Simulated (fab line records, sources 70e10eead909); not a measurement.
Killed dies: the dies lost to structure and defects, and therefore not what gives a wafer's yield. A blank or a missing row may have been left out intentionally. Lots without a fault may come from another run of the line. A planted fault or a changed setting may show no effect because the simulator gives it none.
What tool caused it? | flow nand-harc | 13 lots with 39 wafers sampled at 4 steps, on a route of 1302 steps

## WHAT THE GAUGES SHOWED, per wafer
NHARC_P_GATE_CD_MEAS_59: the cd target is 720 nm. Usual: 720.4 nm for cd-nm, sd 2.
lot  | measured     | on        | cd-nm (nm)        | flag
L294 | day 5 16:23  | cd-sem-03 | 719.4 721.7 718.6 |
L295 | day 6 05:39  | cd-sem-02 | 719.1 720.6 720.7 |
L296 | day 6 05:28  | cd-sem-01 | 719.5 723.1 720.1 |
L297 | day 6 22:05  | cd-sem-02 | 721.6 720.0 718.4 |
L298 | day 6 22:44  | cd-sem-01 | 721.9 723.0 722.5 |
L299 | day 7 10:54  | cd-sem-02 | 721.3 718.1 718.8 |
L307 | day 10 22:19 | cd-sem-01 | 751.5 752.6 720.0 | OFF
L309 | day 11 20:07 | cd-sem-02 | 721.0 720.5 721.6 |
L308 | day 11 19:08 | cd-sem-02 | 747.4 748.6 718.5 | OFF
L312 | day 12 22:32 | cd-sem-02 | 716.8 720.9 720.9 |
L315 | day 14 08:04 | cd-sem-03 | 723.0 723.8 718.3 |
L316 | day 14 17:09 | cd-sem-03 | 719.0 722.7 722.2 |
L317 | day 15 06:20 | cd-sem-01 | 723.5 717.0 720.5 |

## WHICH TOOL RAN EACH LOT (tool, then ch and the chambers of the sampled wafers, then the start)
lot  | NHARC_P_GATE_DEP_103            | NHARC_P_GATE_STRIP_75                | NHARC_P_GATE_EXPOSE_56
L294 | pecvd-01 ch 1,2, day 5 01:16    | plasma-asher-01 ch 0,1, day 5 15:29  | krf-scanner-01 ch 0, day 5 16:14
L295 | pecvd-03 ch 0,1,2, day 5 15:11  | plasma-asher-02 ch 0,1, day 6 04:44  | krf-scanner-01 ch 0, day 6 05:29
L296 | pecvd-01 ch 0,2, day 5 15:19    | plasma-asher-01 ch 0, day 6 04:32    | krf-scanner-03 ch 0, day 6 05:19
L297 | pecvd-03 ch 0,2, day 6 07:44    | plasma-asher-02 ch 0,1, day 6 21:10  | krf-scanner-02 ch 0, day 6 21:56
L298 | pecvd-01 ch 0,1, day 6 08:21    | plasma-asher-01 ch 0,1, day 6 21:56  | krf-scanner-02 ch 0, day 6 22:35
L299 | pecvd-02 ch 1,2, day 6 20:20    | plasma-asher-01 ch 0,1, day 7 10:06  | krf-scanner-02 ch 0, day 7 10:44
L307 | pecvd-02 ch 0,1,2, day 10 07:49 | plasma-asher-01 ch 0,1, day 10 21:24 | krf-scanner-02 ch 0, day 10 22:10
L309 | pecvd-03 ch 0,1,2, day 11 03:49 | plasma-asher-02 ch 0,1, day 11 19:12 | krf-scanner-03 ch 0, day 11 19:58
L308 | pecvd-02 ch 0,1,2, day 11 04:26 | plasma-asher-01 ch 0,1, day 11 18:21 | krf-scanner-02 ch 0, day 11 18:59
L312 | pecvd-02 ch 0,1,2, day 12 08:06 | plasma-asher-01 ch 0,1, day 12 21:36 | krf-scanner-03 ch 0, day 12 22:22
L315 | pecvd-02 ch 0,1,2, day 13 17:50 | plasma-asher-01 ch 0,1, day 14 07:08 | krf-scanner-03 ch 0, day 14 07:55
L316 | pecvd-02 ch 0,2, day 14 02:44   | plasma-asher-01 ch 0,1, day 14 16:14 | krf-scanner-02 ch 0, day 14 17:00
L317 | pecvd-01 ch 0,1, day 14 16:05   | plasma-asher-01 ch 0,1, day 15 05:25 | krf-scanner-01 ch 0, day 15 06:11
- NHARC_P_GATE_DEP_103: deposits SiON, target thk 30 nm.
- NHARC_P_GATE_STRIP_75: strips in O2.
- NHARC_P_GATE_EXPOSE_56: exposes mask P PSD, target cd 720 nm.

## WHAT THE TOOLS THEMSELVES READ (means of the sampled wafers that have a number; where no wafer has one, the mark that the record gives instead)
NHARC_P_GATE_DEP_103. Usual: heater-power-w 715 W, standard deviation 77; rf-fwd-power-W 348.2 W, standard deviation 1.3.
lot  | tool     | heater-power-w (W) | rf-fwd-power-W (W) | flag
L294 | pecvd-01 | 752                | 348.3              |
L295 | pecvd-03 | 689                | 348.0              |
L296 | pecvd-01 | 669                | 349.2              |
L297 | pecvd-03 | 739                | 348.7              |
L298 | pecvd-01 | 735                | 348.7              |
L299 | pecvd-02 | 731                | 347.7              |
L307 | pecvd-02 | 712                | 348.1              |
L309 | pecvd-03 | 662                | 346.4              |
L308 | pecvd-02 | 737                | 347.9              |
L312 | pecvd-02 | 719                | 348.0              |
L315 | pecvd-02 | 761                | 348.6              |
L316 | pecvd-02 | 787                | 347.5              |
L317 | pecvd-01 | 770                | 348.7              |

NHARC_P_GATE_STRIP_75. Usual: drypump-motor-current-A 5.6 A, standard deviation 0.45; heater-power-w 331 W, standard deviation 27.
lot  | tool            | drypump-motor-current-A (A) | heater-power-w (W) | flag
L294 | plasma-asher-01 | 5.2                         | 330                |
L295 | plasma-asher-02 | 6.1                         | 338                |
L296 | plasma-asher-01 | 5.1                         | 309                |
L297 | plasma-asher-02 | 6.1                         | 325                |
L298 | plasma-asher-01 | 5.2                         | 323                |
L299 | plasma-asher-01 | 5.1                         | 324                |
L307 | plasma-asher-01 | 5.2                         | 324                |
L309 | plasma-asher-02 | 6.0                         | 328                |
L308 | plasma-asher-01 | 5.2                         | 347                |
L312 | plasma-asher-01 | 5.3                         | 339                |
L315 | plasma-asher-01 | 5.2                         | 345                |
L316 | plasma-asher-01 | 5.2                         | 346                |
L317 | plasma-asher-01 | 5.3                         | 345                |

## THE ANSWER, worked out from the rows above alone
Rule: a lot is off if the mean of its wafers that have a number lies more than 3 standard deviations from the usual mean. Also off: a lot with no number at a reading for which 4 or more lots have one. Where the step has rows for the other lots, those lots are counted as sound. The gauges are gone through in route order, then the tools' own readings, and for those a lot's mean is taken as printed above. The first step at which some lot is off is used, and at that step the reading that is off furthest; a lot without a number counts as furthest.
Off: L307, L308 (NHARC_P_GATE_CD_MEAS_59, cd-nm).
A tool fits if, at a process step before that reading, it ran every lot that is off, and no sound lot after the first of them. Those tools and the gauges at NHARC_P_GATE_CD_MEAS_59 are tried in the same way. Of those tried, none fits.

## WHAT THE SIMULATOR PUT IN
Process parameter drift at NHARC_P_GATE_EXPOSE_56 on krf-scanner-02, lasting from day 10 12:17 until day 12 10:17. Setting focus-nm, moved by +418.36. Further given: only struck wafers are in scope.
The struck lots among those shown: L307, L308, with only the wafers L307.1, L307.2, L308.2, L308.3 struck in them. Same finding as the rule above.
